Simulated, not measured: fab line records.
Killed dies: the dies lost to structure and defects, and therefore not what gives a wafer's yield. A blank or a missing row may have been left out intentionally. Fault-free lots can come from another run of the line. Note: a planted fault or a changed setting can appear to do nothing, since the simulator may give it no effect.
Which tool did it? ; flow n5_finfet ; 29 wafers from 10 lots sampled at 6 of the route's 1938 steps

## WHAT THE GAUGES SHOWED, per wafer
N5_DUMMY_GATE_THK_MEAS_05.
lot;measured;on;thk_nm (nm)
L722;day 3 04:19;film_metro-01;73.2 72.6 72.0
L723;day 3 08:21;film_metro-02;73.7 72.1
L725;day 3 19:42;film_metro-02;71.6 71.5 70.8
L726;day 3 23:37;film_metro-02;71.8 73.0 72.8
L727;day 4 06:17;film_metro-01;71.9 72.9 71.4
L728;day 4 11:45;film_metro-01;71.9 74.5 73.3
L740;day 7 13:15;film_metro-01;72.0 71.9 70.9
L741;day 7 18:14;film_metro-01;70.9 71.5 70.6
L742;day 8 00:46;film_metro-01;71.1 71.6 72.8
L744;day 8 10:35;film_metro-02;71.5 71.7 73.1

N5_DUMMY_GATE_CD_MEAS_15: the cd target is 25.8 nm.
lot;measured;on;cd_nm (nm)
L722;day 3 08:36;cd_sem-01;25.01 24.80 24.99
L723;day 3 12:39;cd_sem-01;24.79 25.00
L725;day 3 23:59;cd_sem-03;25.15 25.15 25.22
L726;day 4 04:03;cd_sem-02;25.31 25.16 24.97
L727;day 4 10:41;cd_sem-01;24.97 25.07 24.94
L728;day 4 16:10;cd_sem-03;25.26 24.94 25.16
L740;day 7 17:32;cd_sem-03;24.03 23.94 24.07
L741;day 7 22:32;cd_sem-01;23.93 23.93 23.79
L742;day 8 05:11;cd_sem-02;24.89 24.79 24.71
L744;day 8 15:01;cd_sem-03;24.66 24.89 24.94

N5_BEOL_M4_RC_MEAS_101.
lot;measured;on;DIBL_N (mV/V);DIBL_P (mV/V);IOFF_N (nA/um);IOFF_P (nA/um);ION_N (uA/um);ION_P (uA/um);SS_N (mV/dec);SS_P (mV/dec);VT_N (mV);VT_P (mV)
L722;day 9 15:42;prober-02;33.4 30.8 33.7;33.8 32.2 34.7;0.13 0.10 0.14;0.17 0.16 0.19;678 659 679;460 462 465;70.8 70.2 70.8;72.1 72.1 72.4;252 257 249;-251 -254 -253
L723;day 9 10:32;prober-01;38.5 39.2;37.1 37.9;0.18 0.21;0.22 0.24;671 679;458 458;72.7 71.8;73.8 73.9;247 248;-250 -246
L725;day 10 16:19;prober-02;34.8 34.9 33.5;35.5 35.1 34.3;0.14 0.14 0.12;0.20 0.20 0.18;672 666 661;463 462 457;70.9 70.7 70.3;73.6 72.9 72.7;252 251 254;-252 -248 -251
L726;day 10 20:53;prober-02;37.0 36.6 34.1;39.5 38.0 35.2;0.18 0.17 0.13;0.26 0.23 0.19;667 674 660;465 460 463;72.0 71.6 71.6;74.1 74.1 72.9;252 248 254;-250 -251 -254
L727;day 10 19:05;prober-01;35.2 32.3 35.6;34.8 32.9 36.0;0.14 0.11 0.14;0.18 0.16 0.19;665 655 667;455 454 461;71.1 70.3 71.0;72.2 71.8 72.8;253 254 251;-255 -252 -254
L728;day 10 19:42;prober-02;34.2 36.7 36.2;33.5 37.9 36.5;0.13 0.18 0.16;0.18 0.24 0.22;675 684 683;465 471 460;70.3 71.8 70.8;72.5 73.6 73.1;252 246 249;-250 -246 -250
L740;day 14 10:02;prober-02;38.4 37.1 37.0;39.2 37.8 38.5;0.19 0.16 0.16;0.23 0.21 0.21;670 656 661;460 452 456;71.9 71.1 71.0;74.0 72.9 72.7;249 252 252;-247 -251 -251
L741;day 14 04:13;prober-01;39.0 39.3 41.8;39.1 39.8 42.4;0.20 0.21 0.27;0.23 0.23 0.28;691 694 706;464 464 466;72.3 72.7 72.7;73.5 74.0 74.2;245 250 243;-252 -250 -248
L742;day 14 21:56;prober-02;36.0 39.7 38.7;34.2 38.0 37.5;0.14 0.20 0.18;0.21 0.28 0.26;677 687 677;467 476 471;71.6 71.6 71.9;73.0 73.2 73.5;251 247 247;-244 -243 -245
L744;day 15 05:06;prober-01;36.0 37.5 36.2;35.5 37.4 36.2;0.14 0.18 0.16;0.20 0.24 0.21;676 682 678;466 473 466;70.8 71.7 71.3;73.0 73.2 73.0;251 249 250;-249 -247 -248

## WHAT TOOL EACH LOT RAN ON (gives the tool, then ch and the chambers of the sampled wafers, and finally the start)
lot;N5_STI_FIN_REVEAL_RECESS_09;N5_DUMMY_GATE_CMP_04;N5_DUMMY_GATE_EXPOSE_12
L722;vapor_etch-02 ch 0,1, day 2 21:20;cmp-03 ch 0,1, day 3 04:04;euv_scanner-01 ch 0, day 3 08:29
L723;vapor_etch-01 ch 1, day 3 01:22;cmp-01 ch 0,2, day 3 08:07;euv_scanner-01 ch 0, day 3 12:31
L725;vapor_etch-01 ch 0,1, day 3 12:42;cmp-03 ch 0,2, day 3 19:28;euv_scanner-02 ch 0, day 3 23:52
L726;vapor_etch-01 ch 0,1, day 3 16:35;cmp-02 ch 1,2,3, day 3 23:23;euv_scanner-01 ch 0, day 4 03:56
L727;vapor_etch-01 ch 0,1, day 3 23:02;cmp-03 ch 1,2,3, day 4 06:04;euv_scanner-02 ch 0, day 4 10:34
L728;vapor_etch-02 ch 0,1, day 4 04:23;cmp-03 ch 0,3, day 4 11:32;euv_scanner-01 ch 0, day 4 16:02
L740;vapor_etch-02 ch 0,1, day 7 06:17;cmp-01 ch 0,2,3, day 7 13:01;euv_scanner-01 ch 0, day 7 17:25
L741;vapor_etch-01 ch 0,1, day 7 09:47;cmp-03 ch 1,2,3, day 7 18:03;euv_scanner-01 ch 0, day 7 22:25
L742;vapor_etch-01 ch 0, day 7 17:47;cmp-03 ch 0,2, day 8 00:33;euv_scanner-02 ch 0, day 8 05:03
L744;vapor_etch-01 ch 0,1, day 8 03:36;cmp-02 ch 0,1,3, day 8 10:21;euv_scanner-02 ch 0, day 8 14:53
- N5_STI_FIN_REVEAL_RECESS_09: chemistry HF/NH3, target SiO2, afs cycles 11, target depth 42.5 nm, sublimation time 60 s.
- N5_DUMMY_GATE_CMP_04: polishes a-Si.
- N5_DUMMY_GATE_EXPOSE_12: exposes mask GATE, target cd 25 nm.

## WHAT THE TOOLS THEMSELVES READ (means of the sampled wafers that have a number; where no wafer has one, the mark that the record gives instead)
N5_STI_FIN_REVEAL_RECESS_09.
lot;tool;drypump_motor_current_A (A);foreline_p_Torr (Torr);sublimation_temp_c (C)
L722;vapor_etch-02;5.4;0.1285;180.09
L723;vapor_etch-01;5.3;0.1284;180.16
L725;vapor_etch-01;5.7;0.1281;180.10
L726;vapor_etch-01;5.5;0.1278;179.87
L727;vapor_etch-01;5.7;0.1273;179.97
L728;vapor_etch-02;5.7;0.1278;180.01
L740;vapor_etch-02;5.4;0.1278;179.95
L741;vapor_etch-01;5.6;0.1285;180.03
L742;vapor_etch-01;5.9;0.1281;179.95
L744;vapor_etch-01;5.5;0.1281;179.99

N5_DUMMY_GATE_CMP_04.
lot;tool;motor_current_A (A);time_to_endpoint_s (s)
L722;cmp-03;9.6;14.3
L723;cmp-01;9.5;15.4
L725;cmp-03;9.6;13.6
L726;cmp-02;9.7;13.9
L727;cmp-03;9.3;11.0
L728;cmp-03;9.6;15.9
L740;cmp-01;10.3;13.3
L741;cmp-03;9.2;13.5
L742;cmp-03;9.3;11.3
L744;cmp-02;9.3;14.0

N5_DUMMY_GATE_EXPOSE_12.
lot;tool;exposure_dose_mJ_cm2
L722;euv_scanner-01;34.00
L723;euv_scanner-01;34.01
L725;euv_scanner-02;33.89
L726;euv_scanner-01;34.04
L727;euv_scanner-02;33.94
L728;euv_scanner-01;34.00
L740;euv_scanner-01;36.11
L741;euv_scanner-01;35.69
L742;euv_scanner-02;33.93
L744;euv_scanner-02;33.90

## THE ANSWER, worked out from the rows above alone
Rule: usual is defined by the lots themselves. Put in order of their means at a reading, lots are off if they are a third of the lots or fewer, leave a main group of 4 or more, and stand apart from it by a gap of 3 or more times the standard deviation of the main group's means; of several such gaps the widest counts. The tables above print the reading to a certain number of digits; a main group whose means all agree to those digits is not used. A lot without any number at a reading at which 4 lots or more have one is off too. Any other lot the step has rows for is counted as sound. First the gauges in route order, then the tools' own readings, where a lot's mean is used as printed above. The first step at which some lot is off is used, and at that step the reading that is off furthest; a lot without a number counts as furthest.
Off, at N5_DUMMY_GATE_CD_MEAS_15 on cd_nm: L740, L741. Mean 24.99 nm and standard deviation 0.14 in the main group.
If a tool, at a process step before that reading, ran all the lots that are off and no sound lot after the first of them, it fits. Not tried: the gauges at N5_DUMMY_GATE_CD_MEAS_15; whatever is off there is also off at N5_DUMMY_GATE_EXPOSE_12, on other tools, and gauge error can't account for it. One fits: N5_DUMMY_GATE_EXPOSE_12 on euv_scanner-01. A fault onset in the window from L728 (day 4 16:02, its last sound lot) to L740 (day 7 17:25, its first lot off) fits.
The tool's own readings at N5_DUMMY_GATE_EXPOSE_12 bear it out: on the lots that are off they differ by more than 5 times the standard deviation of the sound lots' means. exposure_dose_mJ_cm2 reads 35.90 there against 33.96 on the sound lots.

## WHAT THE SIMULATOR HAD PUT IN
Drift in process parameters on euv_scanner-01 at N5_DUMMY_GATE_EXPOSE_12, starting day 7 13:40. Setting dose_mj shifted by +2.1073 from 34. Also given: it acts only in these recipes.
Lots struck among those shown: L740, L741. This agrees with what the rule above found.
